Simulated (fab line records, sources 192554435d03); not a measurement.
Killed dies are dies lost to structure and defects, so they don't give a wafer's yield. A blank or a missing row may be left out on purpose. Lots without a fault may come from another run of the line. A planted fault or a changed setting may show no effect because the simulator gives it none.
One fault seen from 2 desks | flow n5_finfet | each desk has only its own numbers; what lay behind them comes last

THE METROLOGY DESK
What the gauges read, lot by lot, whatever tool the lot ran on: means of the sampled wafers that have a number. A lot is out of limits, marked OUT, if its mean lies more than 4 standard deviations from the usual mean; the brackets give that distance.
Columns: A = M7_THK at N5_BEOL_M7_THK_MEAS_53, usual 79.4 nm; B = M7_RS at N5_BEOL_M7_RS_MEAS_57, usual 0.286 ohm/sq
lot  | first seen here | A    | B
L810 | day 11 16:52    | 79.2 | 0.290
L813 | day 12 03:28    | 78.3 | 0.288
L812 | day 12 05:02    | 79.6 | 0.285
L820 | day 14 11:26    | 81.4 | 0.280
L821 | day 15 08:40    | 78.8 | 0.287
L825 | day 16 13:26    | 81.5 | 0.277
L828 | day 16 15:03    | 78.0 | 0.292
This desk's finding: nothing out of limits on any of the 7 lots.

THE TOOL OWNER'S DESK: pecvd-01
The tool's own readings at N5_BEOL_M7_DEP_56 (deposits SiCN from 3MS/NH3, target thk 10 nm, time 17.5 s): means of the sampled wafers that have a number, for each lot that ran on this tool. A lot is out of limits, marked OUT, if its mean lies more than 4 standard deviations from the usual mean; the brackets give that distance.
Columns: A = showerhead_plenum_p_Torr at N5_BEOL_M7_DEP_56, usual 3.666 Torr; B = throttle_valve_pct at N5_BEOL_M7_DEP_56, usual 8.9 %
lot  | first seen here | A     | B
L810 | day 11 16:56    | 3.668 | 8.8
L813 | day 12 03:32    | 3.673 | 8.5
L812 | day 12 05:05    | 3.669 | 8.8
L821 | day 15 08:44    | 3.673 | 8.7
This desk's finding: nothing out of limits on any of the 4 lots.

PUT TOGETHER
The metrology desk saw nothing out of limits.
The tool owner's desk saw nothing out of limits.

WHAT THE SIMULATOR HAD PUT IN
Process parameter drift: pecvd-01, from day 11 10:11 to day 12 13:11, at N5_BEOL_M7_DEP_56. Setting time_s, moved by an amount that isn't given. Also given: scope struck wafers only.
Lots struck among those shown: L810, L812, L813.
